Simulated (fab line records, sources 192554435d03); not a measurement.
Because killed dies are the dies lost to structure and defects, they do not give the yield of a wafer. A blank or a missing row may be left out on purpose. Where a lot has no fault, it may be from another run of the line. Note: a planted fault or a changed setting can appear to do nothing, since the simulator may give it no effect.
fab line records | flow n5_finfet
record lots=5 | wafers=13 | last_day=18
route steps=1938 shown MOL_CONTACT_COAG@519 PASSIVATION@1936
lots untouched by any fault: they come from a run of this same line in which no faults occurred
start_h: hours from the record's opening day to when the first of the lot's shown wafers began | wait_h: time in hours since the lot's previous step | " the same as in the row above | L1.1+2: a row that stands for several wafers | - either no value or no given start | * or withheld: withheld | < > ~ a bound
route shown NAME@n: names a module that has steps shown in the file, with the first one's number in the route | usual: the fault-free wafers' mean and standard deviation | same: alike in all rows | chamber/n: place in a boat | sites: per-site readings | _std_site: standard deviation of those values | _edge_site: outer sites' mean less inner sites' | radius_mm: how far each site lies from the wafer's centre | mask NAME#n: copy n | behind: the tool/chamber that last shaped the wafer | hold: the reason the lot was held/the length of the hold in hours/how it ended | device: the transistor (n, p or np) that didn't switch | end of line: the tests these same wafers got at the end of their route | step lacking rows: just its recipe | killed: the dies lost at the first sort to structure and to defects; this is not the yield of the wafer | map: a wafer's dies, marking killed ones x, the rest . and places with no die _
set.NAME: the setting that was run; set.NAME@STEP: the one run at that earlier step | model.NAME: the simulator's own value behind a step, which no gauge read
lots at selected steps of the route; one table per step, one row per wafer
services: the hour from which a tool's chamber was out of use, counted from the record's first day as start_h (under 0 if before that day), plus the number of hours and why
## steps
# step N5_MOL_CONTACT_COAG_COAT_58
# recipe resist=underlayer | temp_c=205 | time_s=60 | spin_rpm=1500 | resist_thk_nm=10
# step N5_MOL_CONTACT_COAG_COAT_02
# recipe resist=CAR-EUV | spin_rpm=1500 | resist_thk_nm=30
# step N5_MOL_CONTACT_COAG_EBR_04
# recipe solvent=PGMEA | ebr_width_mm=1.5
# step N5_MOL_CONTACT_COAG_SOFTBAKE_03
# recipe temp_c=110 | time_s=60 | resist=CAR-EUV
# step N5_MOL_CONTACT_COAG_EXPOSE_05
# recipe mask_id=CA | na=0.33 | source_shape=annular | sigma_inner=0.4 | sigma_outer=0.8 | polarization=unpolarized | defocus_nm=0 | dose_mj=38.25
# step N5_MOL_CONTACT_COAG_PEB_06
# recipe peb_temp_c=100 | peb_time_s=60 | resist=CAR-EUV
# step N5_MOL_CONTACT_COAG_DEVELOP_07
# recipe develop_time_s=30 | developer=TMAH | resist=CAR-EUV | rinse_liquid=surfactant_rinse | dry=air_spin | dev_temp_c=23
# step N5_MOL_CONTACT_COAG_CD_MEAS_08
# recipe target_cd_nm=28 | landing_energy_ev=500 | detector=se_inlens | polarity=opening
# usual cd_nm=28.07/0.26
lot.wafer | tool      | chamber | start_h | wait_h | cd_nm
L641.1    | cd_sem-02 | 0       | 139.12  | -      | 27.90
L641.2    | "         | 0       | "       | "      | 28.13
L641.3    | "         | 0       | "       | "      | 28.57
L642.3    | cd_sem-01 | 0       | 140.61  | -      | 28.18
L642.5    | "         | 0       | "       | "      | 27.93
L642.6    | "         | 0       | "       | "      | 27.98
L651.1    | cd_sem-03 | 0       | 188.68  | -      | 27.77
L653.3    | cd_sem-03 | 0       | 201.48  | -      | 27.74
L653.5    | "         | 0       | "       | "      | 28.49
L653.6    | "         | 0       | "       | "      | 28.29
L654.1    | cd_sem-02 | 0       | 211.78  | -      | 28.10
L654.5    | "         | 0       | "       | "      | 28.01
L654.6    | "         | 0       | "       | "      | 28.21
# step N5_MOL_CONTACT_COAG_OVL_MEAS_09
# recipe points_per_wafer=522
# usual CA_OVL=0.1/0.75
lot.wafer | tool       | chamber | start_h | wait_h | CA_OVL[nm]
L641.1    | overlay-02 | 0       | 139.15  | 0.0    | 0.7
L641.2    | "          | 0       | "       | "      | -0.1
L641.3    | "          | 0       | "       | "      | 0.3
L642.3    | overlay-02 | 0       | 140.65  | 0.0    | -0.4
L642.5    | "          | 0       | "       | "      | 0.0
L642.6    | "          | 0       | "       | "      | 0.1
L651.1    | overlay-01 | 0       | 188.71  | 0.0    | 0.2
L653.3    | overlay-02 | 0       | 201.52  | 0.0    | -0.1
L653.5    | "          | 0       | "       | "      | 0.0
L653.6    | "          | 0       | "       | "      | 0.8
L654.1    | overlay-02 | 0       | 211.81  | 0.0    | 0.6
L654.5    | "          | 0       | "       | "      | 0.6
L654.6    | "          | 0       | "       | "      | -0.1
# step N5_MOL_CONTACT_COAG_INSPECT_10
# recipe mode=adi | inspect_instrument=brightfield
# usual raw_defect_count=71/29
lot.wafer | tool              | chamber | start_h | wait_h | raw_defect_count
L641.1    | defect_inspect-02 | -       | 139.21  | 0.1    | 38
L641.2    | "                 | -       | "       | "      | 39
L641.3    | "                 | -       | "       | "      | 48
L642.3    | defect_inspect-02 | -       | 140.71  | 0.1    | 39
L642.5    | "                 | -       | "       | "      | 52
L642.6    | "                 | -       | "       | "      | 36
L651.1    | defect_inspect-02 | -       | 188.77  | 0.1    | 67
L653.3    | defect_inspect-01 | -       | 201.57  | 0.0    | 65
L653.5    | "                 | -       | "       | "      | 53
L653.6    | "                 | -       | "       | "      | 85
L654.1    | defect_inspect-01 | -       | 211.87  | 0.1    | 53
L654.5    | "                 | -       | "       | "      | 46
L654.6    | "                 | -       | "       | "      | 62
# step N5_MOL_CONTACT_COAG_DESCUM_13
# recipe chemistry=O2 | time_s=7 | source_power_w=50 | bias_power_w=20 | pressure_mtorr=20 | rf_frequency_hz=2.712e+07 | temp_c=40 | resist=CAR-EUV | o2_flow_sccm=225
# usual drypump_motor_current_A=5.52/0.26 | oes_product_au=0.77/0.1 | rf_vpp_V=242.9/1.3 | showerhead_plenum_p_Torr=2.08/0.071 | throttle_valve_pct=20.33/0.22
lot.wafer | tool        | chamber | start_h | wait_h | drypump_motor_current_A | oes_product_au | rf_hours_counter_h | rf_vpp_V | showerhead_plenum_p_Torr | throttle_valve_pct
L641.1    | rie_diel-04 | 3       | 139.27  | 0.1    | 5.23                    | 0.75           | 157                | 243.5    | 2.08                     | 20.28
L641.2    | "           | 1       | "       | "      | 5.93                    | 0.72           | 194                | 240.9    | 1.98                     | 20.28
L641.3    | "           | 2       | "       | "      | 5.39                    | 0.69           | 234                | 242.7    | 2.06                     | 20.30
L642.3    | rie_diel-01 | 2       | 140.74  | 0.0    | 5.77                    | 0.73           | 187                | 241.5    | 1.99                     | 20.49
L642.5    | "           | 0       | "       | "      | 5.32                    | 0.72           | -                  | 244.5    | 2.16                     | 20.36
L642.6    | "           | 1       | "       | "      | 5.63                    | 0.69           | -                  | 241.5    | 1.99                     | 20.37
L651.1    | rie_diel-01 | 2       | 188.81  | 0.0    | 5.78                    | 0.72           | 204                | 241.2    | 1.98                     | 20.50
L653.3    | rie_diel-04 | 3       | 201.60  | 0.0    | 5.23                    | 0.73           | 182                | 243.0    | 2.07                     | 20.34
L653.5    | "           | 2       | "       | "      | 5.39                    | 1.01           | -                  | 244.1    | 2.06                     | 19.91
L653.6    | "           | 1       | "       | "      | 5.91                    | 0.71           | -                  | 243.3    | 1.97                     | 20.30
L654.1    | rie_diel-04 | 0       | 212.45  | 0.6    | 5.54                    | 0.71           | 229                | 241.1    | 2.07                     | 20.40
L654.5    | "           | 3       | "       | "      | 5.22                    | 0.72           | -                  | 240.6    | 2.07                     | 20.33
L654.6    | "           | 2       | "       | "      | 5.40                    | 0.97           | -                  | 242.8    | 2.05                     | 19.90
# step N5_MOL_CONTACT_COAG_ETCH_59
# recipe chemistry=N2/H2 | target=underlayer | target_depth_a=130 | mask_material=CAR-EUV | time_s=10.4 | ion_energy_ev=200 | pressure_mtorr=30 | source_w=840 | bias_w=150 | n2_flow_sccm=200 | h2_flow_sccm=200 | ends=cleared
# usual bias_w=150.0/0.4 | drypump_motor_current_A=5.53/0.26 | etch_rf_on_time_s=10.49/0.3 | oes_product_au=0.66/0.087 | rf_vpp_V=523.5/2.4 | showerhead_plenum_p_Torr=2.53/0.084 | throttle_valve_pct=17.79/0.23
lot.wafer | tool        | chamber | start_h | wait_h | bias_w | drypump_motor_current_A | etch_rf_on_time_s | oes_product_au | rf_hours_counter_h | rf_vpp_V | showerhead_plenum_p_Torr | throttle_valve_pct
L641.1    | rie_diel-04 | 3       | 139.31  | 0.0    | 149.8  | 5.23                    | 10.23             | 0.65           | 157                | 523.6    | 2.56                     | 17.95
L641.2    | "           | 1       | "       | "      | 150.9  | 5.94                    | 10.24             | 0.62           | 194                | 518.9    | 2.43                     | 17.77
L641.3    | "           | 2       | "       | "      | 148.8  | 5.40                    | 10.35             | 0.59           | 234                | 523.2    | 2.50                     | 17.68
L642.3    | rie_diel-01 | 2       | 140.77  | 0.0    | 150.4  | 5.77                    | 10.74             | 0.62           | 187                | 519.1    | 2.42                     | 17.89
L642.5    | "           | 0       | "       | "      | 150.5  | 5.35                    | 10.97             | 0.60           | -                  | 528.5    | 2.63                     | 17.91
L642.6    | "           | 1       | "       | "      | 149.5  | 5.64                    | 10.55             | 0.59           | -                  | 521.2    | 2.41                     | 17.76
L651.1    | rie_diel-01 | 2       | 188.84  | 0.0    | 149.9  | 5.78                    | 10.65             | 0.62           | 204                | 520.6    | 2.41                     | 17.94
L653.3    | rie_diel-04 | 3       | 201.64  | 0.0    | 150.1  | 5.23                    | 10.34             | 0.62           | 182                | 522.8    | 2.54                     | 17.98
L653.5    | "           | 2       | "       | "      | 149.8  | 5.40                    | 10.08             | 0.85           | -                  | 521.2    | 2.49                     | 17.23
L653.6    | "           | 1       | "       | "      | 150.6  | 5.94                    | 10.27             | 0.61           | -                  | 519.0    | 2.42                     | 17.82
L654.1    | rie_diel-04 | 0       | 212.48  | 0.0    | 150.0  | 5.54                    | 10.64             | 0.60           | 229                | 523.0    | 2.52                     | 17.97
L654.5    | "           | 3       | "       | "      | 149.8  | 5.22                    | 10.44             | 0.62           | -                  | 521.4    | 2.54                     | 18.02
L654.6    | "           | 2       | "       | "      | 149.5  | 5.42                    | 10.06             | 0.83           | -                  | 522.9    | 2.49                     | 17.23
# step N5_MOL_CONTACT_COAG_ETCH_105
# recipe chemistry=CF4 | target=SiARC | target_depth_a=156 | mask_material=CAR-EUV | time_s=26 | ion_energy_ev=80 | pressure_mtorr=40 | source_w=545 | bias_w=36 | Ar_flow_sccm=100 | cf4_flow_sccm=100 | ends=cleared
# usual bias_w=36.01/0.12 | drypump_motor_current_A=5.52/0.26 | etch_rf_on_time_s=26.1/0.84 | oes_product_au=0.66/0.09 | rf_vpp_V=183.9/1.1 | showerhead_plenum_p_Torr=2.13/0.065 | throttle_valve_pct=15.54/0.21
lot.wafer | tool        | chamber | start_h | wait_h | bias_w | drypump_motor_current_A | etch_rf_on_time_s | oes_product_au | rf_hours_counter_h | rf_vpp_V | showerhead_plenum_p_Torr | throttle_valve_pct
L641.1    | rie_diel-04 | 3       | 139.32  | 0.0    | 36.07  | 5.21                    | 26.0              | 0.64           | 157                | 184.7    | 2.13                     | 15.53
L641.2    | "           | 1       | "       | "      | 36.01  | 5.91                    | 26.0              | 0.62           | 194                | 182.2    | 2.05                     | 15.63
L641.3    | "           | 2       | "       | "      | 36.08  | 5.41                    | 26.0              | 0.59           | 234                | 183.8    | 2.12                     | 15.61
L642.3    | rie_diel-01 | 2       | 140.79  | 0.0    | 36.07  | 5.78                    | 26.8              | 0.62           | 187                | 182.3    | 2.05                     | 15.76
L642.5    | "           | 0       | "       | "      | 35.83  | 5.33                    | 27.7              | 0.61           | -                  | 185.3    | 2.21                     | 15.57
L642.6    | "           | 1       | "       | "      | 36.05  | 5.64                    | 26.7              | 0.59           | -                  | 183.8    | 2.03                     | 15.57
L651.1    | rie_diel-01 | 2       | 188.86  | 0.0    | 29.46  | 5.77                    | 28.6              | 0.60           | 204                | 161.6    | 2.04                     | 15.80
L653.3    | rie_diel-04 | 3       | 201.66  | 0.0    | 35.97  | 5.19                    | 25.8              | 0.63           | 182                | 183.8    | 2.12                     | 15.59
L653.5    | "           | 2       | "       | "      | 36.02  | 5.41                    | 24.8              | 0.86           | -                  | 185.2    | 2.11                     | 15.13
L653.6    | "           | 1       | "       | "      | 36.10  | 5.90                    | 25.7              | 0.61           | -                  | 182.4    | 2.04                     | 15.68
L654.1    | rie_diel-04 | 0       | 212.50  | 0.0    | 35.92  | 5.55                    | 26.4              | 0.60           | 229                | 184.1    | 2.12                     | 15.60
L654.5    | "           | 3       | "       | "      | 36.01  | 5.21                    | 26.2              | 0.62           | -                  | 185.6    | 2.12                     | 15.60
L654.6    | "           | 2       | "       | "      | 35.79  | 5.42                    | 25.1              | 0.83           | -                  | 185.0    | 2.11                     | 15.15
# step N5_MOL_CONTACT_COAG_ETCH_106
# recipe chemistry=N2/H2 | target=SOC | target_depth_a=800 | overetch_a=160 | mask_material=SiARC | temp_c=40 | time_s=120 | ion_energy_ev=200 | pressure_mtorr=30 | source_w=840 | bias_w=150 | n2_flow_sccm=200 | h2_flow_sccm=200
# usual bias_w=150.0/0.44 | drypump_motor_current_A=5.53/0.26 | oes_product_au=0.69/0.085 | rf_vpp_V=523.5/2.4 | showerhead_plenum_p_Torr=2.53/0.084 | throttle_valve_pct=17.77/0.23
lot.wafer | tool        | chamber | start_h | wait_h | bias_w | drypump_motor_current_A | oes_product_au | rf_hours_counter_h | rf_vpp_V | showerhead_plenum_p_Torr | throttle_valve_pct
L641.1    | rie_diel-04 | 3       | 139.35  | 0.0    | 149.9  | 5.22                    | 0.68           | 157                | 524.0    | 2.55                     | 17.91
L641.2    | "           | 1       | "       | "      | 149.7  | 5.91                    | 0.65           | 194                | 520.9    | 2.43                     | 17.75
L641.3    | "           | 2       | "       | "      | 149.6  | 5.41                    | 0.62           | 234                | 523.6    | 2.50                     | 17.64
L642.3    | rie_diel-01 | 2       | 140.82  | 0.0    | 149.3  | 5.76                    | 0.66           | 187                | 520.0    | 2.42                     | 17.86
L642.5    | "           | 0       | "       | "      | 149.7  | 5.35                    | 0.66           | -                  | 527.5    | 2.63                     | 17.87
L642.6    | "           | 1       | "       | "      | 150.1  | 5.65                    | 0.63           | -                  | 519.9    | 2.41                     | 17.72
L651.1    | rie_diel-01 | 2       | 188.89  | 0.0    | 150.4  | 5.76                    | 0.65           | 204                | 519.8    | 2.41                     | 17.92
L653.3    | rie_diel-04 | 3       | 201.69  | 0.0    | 149.5  | 5.24                    | 0.65           | 182                | 522.2    | 2.54                     | 17.97
L653.5    | "           | 2       | "       | "      | 149.8  | 5.40                    | 0.88           | -                  | 521.6    | 2.49                     | 17.20
L653.6    | "           | 1       | "       | "      | 149.6  | 5.93                    | 0.64           | -                  | 519.9    | 2.42                     | 17.80
L654.1    | rie_diel-04 | 0       | 212.53  | 0.0    | 150.1  | 5.52                    | 0.64           | 229                | 524.2    | 2.52                     | 17.96
L654.5    | "           | 3       | "       | "      | 150.2  | 5.25                    | 0.65           | -                  | 522.5    | 2.54                     | 17.97
L654.6    | "           | 2       | "       | "      | 150.1  | 5.40                    | 0.86           | -                  | 524.4    | 2.49                     | 17.24
# step N5_PASSIVATION_PROBE_49
# usual defect_limited_yield=91.3/1.4 | killed_at_M0_to_M3=33/11 | killed_at_M4_up=15/6.2 | killed_at_contacts=13/6.5 | killed_at_front_end=38/11 | killed_at_other=3.4/2.6 | killed_dies=102/17 | killed_open=67/12 | killed_short=34/7.9 | sort_bin_5_function=5.1/0.88 | sort_bin_6_memory=3.3/0.65 | sort_n_pass=1078/17 | sort_yield_pct=91.3/1.4
# same gross_dies=1180 | killed_at_back_side=0 | sort_bin_4_leakage[%]=0 | sort_bin_8_speed[%]=0
lot.wafer | tool      | chamber | start_h | wait_h | defect_limited_yield[%] | killed_at_M0_to_M3 | killed_at_M4_up | killed_at_contacts | killed_at_front_end | killed_at_other | killed_dies | killed_open | killed_short | sort_bin_5_function[%] | sort_bin_6_memory[%] | sort_n_pass | sort_yield_pct[%]
L654.1    | prober-02 | -       | 434.76  | 0.7    | 93.3                    | 21                 | 15              | 16                 | 22                  | 5               | 79          | 52          | 26           | 4.5                    | 1.8                  | 1101        | 93.3
L654.5    | prober-02 | -       | 434.96  | 0.9    | 93.6                    | 23                 | 7               | 19                 | 22                  | 4               | 75          | 47          | 24           | 3.6                    | 2.4                  | 1105        | 93.6
L654.6    | prober-02 | -       | 435.01  | 1.0    | 90.6                    | 25                 | 9               | 21                 | 48                  | 8               | 111         | 80          | 30           | 5.3                    | 3.8                  | 1069        | 90.6
L653.3    | prober-02 | -       | 435.94  | 0.1    | 90.2                    | 37                 | 13              | 9                  | 55                  | 2               | 116         | 84          | 29           | 5.8                    | 3.6                  | 1064        | 90.2
L653.5    | prober-02 | -       | 436.04  | 0.2    | 87.5                    | 63                 | 11              | 21                 | 51                  | 2               | 148         | 107         | 36           | 7.3                    | 4.6                  | 1032        | 87.5
L653.6    | prober-02 | -       | 436.09  | 0.3    | 90.6                    | 39                 | 17              | 14                 | 36                  | 5               | 111         | 79          | 29           | 6.3                    | 2.8                  | 1069        | 90.6
# killed by level:class
L654.1 MOL_CONTACT_COAG:geometric_particle:open=13 BEOL_M3:geometric_particle:open=5 STI_FIN_REVEAL:geometric_particle:open=4 BEOL_M1:geometric_particle:open=4 BEOL_M1:geometric_particle:short=4 MOL_CONTACT_COAG:geometric_particle:short=3 BEOL_M0:geometric_particle:open=3 BEOL_M4:geometric_particle:open=3
L654.5 MOL_CONTACT_COAG:geometric_particle:open=13 MOL_CONTACT_COAG:geometric_particle:short=6 BEOL_M2:geometric_particle:open=5 BEOL_M0:geometric_particle:open=4 BEOL_M0_SAQP:geometric_particle:open=4 ZERO_LAYER:coat_microbubble_printed=4 STI_FIN_REVEAL:geometric_particle:open=3 DUMMY_GATE:geometric_particle:open=3
L654.6 STI_FIN_REVEAL:geometric_particle:open=18 MOL_CONTACT_COAG:geometric_particle:open=14 MOL_CONTACT_COAG:geometric_particle:short=7 BEOL_M0_SAQP:geometric_particle:open=6 DUMMY_GATE:geometric_particle:open=5 BEOL_M2:geometric_particle:open=5 STI_FIN_REVEAL:geometric_particle:short=4 GATE_CUT:geometric_particle:open=4
L653.3 FIN_SAQP:geometric_particle:open=20 BEOL_M3:geometric_particle:open=17 STI_FIN_REVEAL:geometric_particle:open=9 BEOL_M2:geometric_particle:open=8 FIN_SAQP:geometric_particle:short=6 MOL_CONTACT_COAG:geometric_particle:open=6 BEOL_M1:geometric_particle:open=5 BEOL_M4:geometric_particle:open=5
L653.5 MOL_CONTACT_COAG:geometric_particle:open=17 BEOL_M2:geometric_particle:open=16 FIN_SAQP:geometric_particle:open=15 BEOL_M1:geometric_particle:open=10 BEOL_M0_SAQP:geometric_particle:open=10 BEOL_M0_SAQP:geometric_particle:short=9 BEOL_M3:geometric_particle:open=9 FIN_SAQP:geometric_particle:short=5
L653.6 FIN_SAQP:geometric_particle:open=10 MOL_CONTACT_COAG:geometric_particle:open=10 BEOL_M3:geometric_particle:open=9 BEOL_M2:geometric_particle:open=7 BEOL_M0:geometric_particle:open=6 STI_FIN_REVEAL:geometric_particle:open=5 DUMMY_GATE:geometric_particle:open=5 BEOL_M1:geometric_particle:open=5
## services
tool        | chamber | start_h | hours | kind
rie_diel-01 | 0       | 130.07  | 9.3   | repair
rie_diel-01 | -       | 130.59  | 0.9   | repair
rie_diel-04 | 0       | 165.31  | 3.0   | repair
rie_diel-04 | 2       | 183.03  | -     | clean
rie_diel-04 | 2       | 183.03  | -     | consumable_replace:focus_ring
rie_diel-04 | 2       | 183.03  | 14.3  | scheduled_down
rie_diel-04 | 2       | 183.03  | 14.3  | vent_cycle
## key
first_sign step=N5_MOL_CONTACT_COAG_ETCH_105 | reading=bias_w | direction=down | sigmas=57 | usual=* | struck=*
effect step=N5_MOL_CONTACT_COAG_ETCH_105 | reading=rf_vpp_V | direction=down | sigmas=20 | usual=183.9 | struck=161.6
met_at N5_MOL_CONTACT_COAG_ETCH_105
struck_wafers L651.1
rows_end L651.1
onset_between 140.79 188.86
fault kind=process_parameter_drift | tool=rie_diel-01 | chamber=2 | onset_h=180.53 | steps=N5_MOL_CONTACT_COAG_ETCH_105 | channel=bias_w | offset=* | shape=step | acts_in=* | stated=*
# rows_end: these wafers met a further fault down the route, and their rows from its step on are left out
